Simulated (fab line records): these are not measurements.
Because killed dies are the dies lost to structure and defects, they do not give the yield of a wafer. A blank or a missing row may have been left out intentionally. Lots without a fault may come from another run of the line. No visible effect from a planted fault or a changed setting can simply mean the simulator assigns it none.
Matching of chambers ; flow n5_finfet ; N5_DUMMY_GATE_ALD_02 on ald_sin-04 has 4 sister chambers
The step deposits SiO2, target thk 2 nm, pulse time 1 s. 4 wafers are shown with their chamber, then 7 later ones without.

EACH WAFER AND ITS CHAMBER
wafer;chamber;heater_power_w (W)
L079.4;0;511
L079.5;2;456
L084.1;3;467
L084.2;1;423

WAFERS MISSING THEIR CHAMBER
wafer;heater_power_w (W)
L084.4;518
L087.2;422
L087.4;534
L087.5;450
L090.1;535
L090.4;478
L090.5;488

WHICH CHAMBER EACH ONE RAN IN
wafer;from the rows above;in truth
L084.4;0;0
L087.2;1;1
L087.4;0;0
L087.5;can't be placed: 2 or 3 or 1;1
L090.1;0;0
L090.4;can't be placed: 3 or 2 or 0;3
L090.5;can't be placed: 3 or 0 or 2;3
Correct placement for 4 of the 7. These rows do not allow placing 3 (true chamber among the candidates in 3). Placed wrongly: 0.
How it was worked out, from the rows above alone: a wafer's distance from a chamber is the root of the sum, over the readings, of the square of ((its reading less the chamber's mean) divided by the reading's scatter). The wafer belongs to the nearest chamber; if the next one is less than 2 further off, it can't be placed. A chamber's mean is the mean of its shown wafers. The scatter: with one shown wafer a chamber, the root of the mean of the squares of how far each hidden wafer lies from its nearest shown one.
